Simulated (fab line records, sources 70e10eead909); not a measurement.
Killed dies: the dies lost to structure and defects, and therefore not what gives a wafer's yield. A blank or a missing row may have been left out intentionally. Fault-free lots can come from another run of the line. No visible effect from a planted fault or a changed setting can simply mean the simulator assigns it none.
fab line records	flow nand-harc
record: lots: 12	wafers: 36	last-day: 24
route steps=1159 shown P_GATE@146 P_M0@272 END@1159
lots that met no fault: from a run of the same line without faults
start-h: the number of hours between the record's first day and the start of the first shown wafer of the lot	wait-h: how many hours have passed since the lot's step before this one	" same as the row above	L1.1+2: one row covering several wafers at once	- either no value or no given start	* or withheld: withheld	< > ~ a bound
route shown NAME@n: a module of which the file shows steps, and the number in the route of the first	usual: average and standard deviation across the fault-free wafers	same: alike in all rows	chamber/n: place in a boat	sites: per-site readings	_std_site: the standard deviation of these	_edge_site: inner sites' mean taken away from outer sites' mean	radius-mm: how far each site lies from the wafer's centre	mask NAME#n: copy n	behind: tool/chamber where the wafer was last shaped	hold: the reason the lot was held/the length of the hold in hours/how it ended	device: names the non-switching transistor (n, p or np)	end of line: the tests these same wafers got at the end of their route	step lacking rows: just its recipe	killed: the dies lost at the first sort to structure and to defects; this is not the yield of the wafer	map: a wafer's dies, marking killed ones x, the rest . and places with no die _
set.NAME: the run value of the setting; set.NAME@STEP: its run value at that earlier step	model.NAME: the simulator's own value behind a step, which no gauge read
one table for each step of the route and one row for each wafer, over a sample of lots
services: the hour from which a tool's chamber was out of use, counted from the record's first day as start-h (under 0 if before that day), plus the number of hours and why
== steps ==
step: NHARC_P_GATE_HM_OPEN_105
recipe: target-depth-a: 3600	o2-flow-sccm: 400	cos-flow-sccm: 20	ar-flow-sccm: 0	rf-w: 500	bias-w: 300	chemistry: O2/COS
usual: drypump-motor-current-A: 6.0/0.4	oes-product-au: 0.993/0.012	rf-vpp-V: 467/3.4	showerhead-plenum-p-Torr: 3.12/0.16	throttle-valve-pct: 28.330/0.009
lot.wafer	tool	chamber	start-h	wait-h	drypump-motor-current-A	oes-product-au	rf-hours-counter-h	rf-vpp-V	showerhead-plenum-p-Torr	throttle-valve-pct
L110.2	rie-diel-03	3	-	-	6.7	0.974	10	466	3.06	28.334
L110.3	"	0	"	"	5.9	1.000	10	467	3.12	28.325
L110.5	"	1	"	"	6.1	0.996	-	463	2.95	28.336
L109.2	rie-diel-03	3	-	-	6.6	0.974	10	466	3.06	28.333
L109.1	"	2	"	"	5.5	1.000	8	471	3.30	28.332
L109.5	"	3	"	"	6.7	0.965	-	466	3.06	28.328
L111.4	rie-diel-12	2	-	-	5.3	1.001	28	465	2.99	28.331
L111.2	"	1	"	"	6.0	1.007	29	462	2.92	28.321
L111.5	"	3	"	"	5.5	0.993	-	469	3.25	28.334
L121.4	rie-diel-03	3	-	-	6.7	0.991	25	466	3.05	28.336
L121.1	"	0	"	"	5.9	1.008	26	467	3.11	28.336
L121.6	"	2	"	"	5.6	0.987	-	471	3.30	28.320
L124.1	rie-diel-03	2	-	-	5.6	0.995	26	469	3.29	28.338
L124.2	"	0	"	"	5.9	1.004	29	467	3.11	28.329
L124.5	"	3	"	"	6.7	0.973	-	466	3.05	28.350
L126.4	rie-diel-03	3	-	-	6.7	0.980	30	466	3.05	28.340
L126.1	"	0	"	"	5.9	0.993	31	468	3.11	28.328
L126.6	"	2	"	"	5.6	0.987	-	470	3.29	28.337
L127.3	rie-diel-03	1	-	-	6.0	1.002	30	462	2.94	28.343
L127.1	"	3	"	"	6.7	0.984	31	465	3.05	28.324
L127.4	"	0	"	"	5.9	0.998	32	466	3.11	28.322
L128.2	rie-diel-12	2	-	-	5.4	0.979	65	463	2.98	28.318
L128.1	"	3	"	"	5.6	0.980	63	469	3.24	28.324
L128.6	"	1	"	"	6.0	1.003	-	462	2.91	28.324
L130.3	rie-diel-12	2	-	-	5.3	0.995	0	464	2.98	28.324
L130.1	"	3	"	"	5.6	1.009	0	470	3.23	28.329
L130.6	"	2	"	"	5.3	0.987	-	464	2.98	28.329
L129.1	rie-diel-11	3	-	-	6.6	0.995	7	464	2.95	28.314
L129.4	"	0	"	"	5.8	0.997	7	467	2.99	28.331
L129.6	"	2	"	"	6.1	0.988	-	471	3.37	28.325
L131.2	rie-diel-11	1	-	-	5.7	1.005	10	471	3.34	28.334
L131.4	"	3	"	"	6.7	0.997	11	463	2.95	28.332
L131.5	"	1	"	"	5.7	1.009	-	471	3.34	28.327
L132.4	rie-diel-11	1	-	-	5.7	1.013	10	472	3.34	28.328
L132.2	"	3	"	"	6.7	1.000	12	462	2.95	28.321
L132.6	"	1	"	"	5.7	1.006	-	473	3.34	28.326
step: NHARC_P_GATE_EXPOSE_43
recipe: na: 0.6	target-cd-nm: 720	dose-mj: 14.81	mask-id: P_NSD
usual: exposure-dose-mJ-cm2: 14.810/0.016	stage-vel-mm-s: 500.04/0.26
lot.wafer	tool	chamber	start-h	wait-h	mask	exposure-dose-mJ-cm2	stage-vel-mm-s
L109.1	krf-scanner-03	0	99.80	-	P_NSD#0	14.807	499.93
L109.2	"	0	"	"	P_NSD#0	14.804	499.96
L109.5	"	0	"	"	P_NSD#0	14.811	499.99
L110.2	krf-scanner-02	0	101.73	-	P_NSD#0	14.801	500.03
L110.3	"	0	"	"	P_NSD#0	14.802	499.99
L110.5	"	0	"	"	P_NSD#0	14.790	500.03
L111.2	krf-scanner-04	0	115.55	-	P_HVPW#0	14.778	500.51
L111.4	"	0	"	"	P_HVPW#0	14.803	500.26
L111.5	"	0	"	"	P_HVPW#0	14.806	500.02
L121.1	krf-scanner-02	0	180.57	-	P_NSD#0	14.783	500.17
L121.4	"	0	"	"	P_NSD#0	14.783	500.49
L121.6	"	0	"	"	P_NSD#0	14.800	500.27
L124.1	krf-scanner-02	0	194.14	-	P_NSD#0	14.831	500.14
L124.2	"	0	"	"	P_NSD#0	14.800	500.22
L124.5	"	0	"	"	P_NSD#0	14.815	500.58
L126.1	krf-scanner-03	0	204.96	-	P_NSD#0	14.832	500.50
L126.4	"	0	"	"	P_NSD#0	14.844	500.32
L126.6	"	0	"	"	P_NSD#0	14.849	500.26
L127.1	krf-scanner-03	0	209.56	-	P_NSD#0	14.810	499.96
L127.3	"	0	"	"	P_NSD#0	14.811	500.09
L127.4	"	0	"	"	P_NSD#0	14.801	499.68
L128.1	krf-scanner-02	0	209.76	-	P_NSD#0	14.821	500.03
L128.2	"	0	"	"	P_NSD#0	14.794	500.16
L128.6	"	0	"	"	P_NSD#0	14.813	500.41
L130.1	krf-scanner-03	0	223.75	-	P_NSD#0	14.783	500.18
L130.3	"	0	"	"	P_NSD#0	14.799	499.95
L130.6	"	0	"	"	P_NSD#0	14.834	500.15
L129.1	krf-scanner-04	0	224.14	-	P_NSD#0	14.818	499.27
L129.4	"	0	"	"	P_NSD#0	14.810	499.58
L129.6	"	0	"	"	P_NSD#0	14.821	499.69
L131.2	krf-scanner-04	0	232.65	-	P_NSD#0	14.788	500.17
L131.4	"	0	"	"	P_NSD#0	14.801	499.93
L131.5	"	0	"	"	P_NSD#0	14.828	499.84
L132.2	krf-scanner-04	0	233.41	-	P_NSD#0	14.809	500.42
L132.4	"	0	"	"	P_NSD#0	14.812	500.03
L132.6	"	0	"	"	P_NSD#0	14.827	500.26
step: NHARC_P_GATE_CD_MEAS_46
recipe: target-cd-nm: 720	landing-energy-ev: 500
usual: cd-nm: 719.5/1.9
lot.wafer	tool	chamber	start-h	wait-h	cd-nm
L109.1	cd-sem-02	0	99.96	-	717.6
L109.2	"	0	"	"	716.2
L109.5	"	0	"	"	717.5
L110.2	cd-sem-01	0	101.88	-	717.8
L110.3	"	0	"	"	719.2
L110.5	"	0	"	"	719.9
L111.2	cd-sem-02	0	115.71	-	-
L111.4	"	0	"	"	-
L111.5	"	0	"	"	-
L121.1	cd-sem-02	0	180.73	-	716.6
L121.4	"	0	"	"	719.8
L121.6	"	0	"	"	718.0
L124.1	cd-sem-02	0	194.30	-	724.1
L124.2	"	0	"	"	721.3
L124.5	"	0	"	"	720.8
L126.1	cd-sem-03	0	205.12	-	723.1
L126.4	"	0	"	"	719.4
L126.6	"	0	"	"	718.9
L127.1	cd-sem-01	0	209.71	-	717.2
L127.3	"	0	"	"	716.7
L127.4	"	0	"	"	718.0
L128.1	cd-sem-02	0	209.92	-	721.9
L128.2	"	0	"	"	720.2
L128.6	"	0	"	"	722.4
L130.1	cd-sem-03	0	223.91	-	719.7
L130.3	"	0	"	"	718.0
L130.6	"	0	"	"	720.1
L129.1	cd-sem-03	0	224.30	-	717.3
L129.4	"	0	"	"	720.4
L129.6	"	0	"	"	721.2
L131.2	cd-sem-03	0	232.80	-	720.3
L131.4	"	0	"	"	719.4
L131.5	"	0	"	"	723.2
L132.2	cd-sem-01	0	233.56	-	718.7
L132.4	"	0	"	"	720.1
L132.6	"	0	"	"	718.3
step: NHARC_P_M0_DEGAS_28
recipe: temp-c: 250	time-s: 60
usual: heater-power-w: 337/37
lot.wafer	tool	chamber	start-h	wait-h	heater-power-w
L109.1	pvd-sputter-02	-	118.85	-	352
L109.2	"	-	"	"	285
L109.5	"	-	"	"	371
L110.2	pvd-sputter-01	-	131.27	-	430
L110.3	"	-	"	"	308
L110.5	"	-	"	"	286
L121.1	pvd-sputter-02	-	195.09	-	341
L121.4	"	-	"	"	369
L121.6	"	-	"	"	342
L124.2	pvd-sputter-03	-	217.12	-	350
L124.1	"	-	"	"	313
L124.5	"	-	"	"	356
L126.4	pvd-sputter-03	-	218.69	-	353
L126.1	"	-	"	"	316
L126.6	"	-	"	"	355
L127.3	pvd-sputter-03	-	222.90	-	313
L127.1	"	-	"	"	347
L127.4	"	-	"	"	345
L128.2	pvd-sputter-03	-	223.46	-	312
L128.1	"	-	"	"	342
L128.6	"	-	"	"	305
L130.3	pvd-sputter-01	-	244.64	-	412
L130.1	"	-	"	"	328
L130.6	"	-	"	"	270
L129.4	pvd-sputter-03	-	245.13	-	310
L129.1	"	-	"	"	349
L129.6	"	-	"	"	313
L131.2	pvd-sputter-01	-	246.98	-	329
L131.4	"	-	"	"	280
L131.5	"	-	"	"	335
L132.4	pvd-sputter-03	-	247.61	-	343
L132.2	"	-	"	"	305
L132.6	"	-	"	"	308
step: NHARC_P_M0_PRE_CLEAN_29
recipe: time-s: 30	temp-c: 280	gas: H2/He
usual: heater-power-w: 413/44
lot.wafer	tool	chamber	start-h	wait-h	heater-power-w
L109.2	pvd-sputter-02	-	-	-	355
L109.1	"	-	"	"	451
L109.5	"	-	"	"	453
L110.2	pvd-sputter-01	-	-	-	351
L110.3	"	-	"	"	527
L110.5	"	-	"	"	350
L121.1	pvd-sputter-02	-	-	-	459
L121.4	"	-	"	"	431
L121.6	"	-	"	"	357
L124.2	pvd-sputter-03	-	-	-	389
L124.1	"	-	"	"	381
L124.5	"	-	"	"	417
L126.4	pvd-sputter-03	-	-	-	377
L126.1	"	-	"	"	419
L126.6	"	-	"	"	381
L127.3	pvd-sputter-03	-	-	-	427
L127.4	"	-	"	"	377
L127.1	"	-	"	"	380
L128.1	pvd-sputter-03	-	-	-	385
L128.2	"	-	"	"	420
L128.6	"	-	"	"	431
L130.1	pvd-sputter-01	-	-	-	430
L130.3	"	-	"	"	513
L130.6	"	-	"	"	402
L129.1	pvd-sputter-03	-	-	-	382
L129.4	"	-	"	"	379
L129.6	"	-	"	"	377
L131.2	pvd-sputter-01	-	-	-	338
L131.4	"	-	"	"	509
L131.5	"	-	"	"	349
L132.4	pvd-sputter-03	-	-	-	380
L132.2	"	-	"	"	425
L132.6	"	-	"	"	393
step: NHARC_END_SORT_01
recipe: temp-c: 25
usual: killed-at-array: 25/10	killed-at-other: 0.6/0.91	killed-at-periphery: 3.6/2.9	killed-dies: 29/10	killed-open: 3.3/2	killed-short: 1.9/1.5
same: gross-dies: 677
lot.wafer	tool	chamber	start-h	wait-h	killed-at-array	killed-at-other	killed-at-periphery	killed-dies	killed-open	killed-short
L111.2	prober-02	0	468.80	2.8	20	0	657	677	1	1
L111.4	prober-02	0	470.41	3.4	20	0	657	677	3	2
L111.5	prober-02	0	471.22	3.7	12	0	665	677	2	0
killed by level:class
L111.2 P_GATE:area-expose=653 A_SLIT:chamber-film-flake=11 A_CONTACT:chamber-film-flake=5 P_STI:chamber-film-flake=3 A_CHANNEL_HOLE_D1:chamber-film-flake=2 P_CONTACT:geometric-particle:open=1 A_SOURCE_PLATE:geometric-particle:short=1 A_STAIRCASE:chamber-film-flake=1
L111.4 P_GATE:area-expose=653 A_SLIT:chamber-film-flake=10 A_CONTACT:chamber-film-flake=3 A_WL_FILL:geometric-particle:open=2 P_CONTACT:chamber-film-flake=2 A_CHANNEL_HOLE_D1:chamber-film-flake=2 P_M2:geometric-particle:open=1 A_CHANNEL_FILL_D1:geometric-particle:short=1
L111.5 P_GATE:area-expose=660 A_SLIT:chamber-film-flake=8 P_STI:chamber-film-flake=2 P_CONTACT:chamber-film-flake=2 A_STAIRCASE:chamber-film-flake=2 P_GATE:geometric-particle:open=1 A_CONTACT:geometric-particle:open=1 A_CHANNEL_HOLE_D1:chamber-film-flake=1
== services ==
tool	chamber	start-h	hours	kind
rie-diel-03	0	71.80	-	clean
rie-diel-11	1	73.61	14.5	repair
krf-scanner-04	-	89.32	19.1	repair
krf-scanner-02	-	98.81	0.7	repair
pvd-sputter-03	-	102.05	10.0	pm
rie-diel-11	1	104.11	4.5	repair
krf-scanner-04	-	126.00	4.0	pm
pvd-sputter-02	-	143.62	3.0	repair
rie-diel-03	3	148.73	7.9	repair
rie-diel-11	-	155.07	0.5	repair
pvd-sputter-01	-	158.02	10.0	pm
pvd-sputter-03	-	160.72	0.7	repair
pvd-sputter-03	-	163.43	1.7	repair
krf-scanner-03	-	168.00	4.0	pm
krf-scanner-03	-	176.91	0.6	repair
rie-diel-11	-	189.52	9.0	pm
rie-diel-12	-	202.53	9.0	pm
krf-scanner-04	-	204.44	0.3	repair
pvd-sputter-02	-	214.00	10.0	pm
rie-diel-03	-	215.30	9.0	pm
krf-scanner-02	-	227.06	4.0	pm
pvd-sputter-03	-	234.53	9.4	repair
krf-scanner-02	-	237.52	10.2	repair
rie-diel-11	2	242.83	4.5	repair
== key ==
first-sign: step: NHARC_P_GATE_EXPOSE_43	reading: mask	direction: changed
effect: step: NHARC_P_GATE_CD_MEAS_46	reading: cd-nm	direction: missing
effect: step: NHARC_END_SORT_01	reading: killed-at-periphery	direction: up	sigmas: 99+	usual: 3.6	struck: 659.7
more-kills-born-at: NHARC_P_GATE_EXPOSE_43@krf-scanner-04: 1966
met-at NHARC_P_GATE_EXPOSE_43
struck-lots L111
later-rows-left-out L111.2,L111.4,L111.5
tester-left-out L111
not-acting-at NHARC_P_GATE_HM_OPEN_105,NHARC_P_M0_DEGAS_28,NHARC_P_M0_PRE_CLEAN_29
fault: kind: wrong-mask	tool: any	chamber: -	onset-h: 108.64	steps: NHARC_P_GATE_EXPOSE_43	aux-copy: P_HVPW#0	scope: struck-lots-only
tester-left-out: of these lots the tester's yield and bins aren't shown, on N5 and GAA mostly nor the transistor test; their killed dies are dies lost to structure and defects alone, not to doping, threshold or leakage, so they don't give the yield
later-rows-left-out: the simulator's readings of these wafers behind a module that went badly wrong aren't trusted and aren't shown, but for the sort
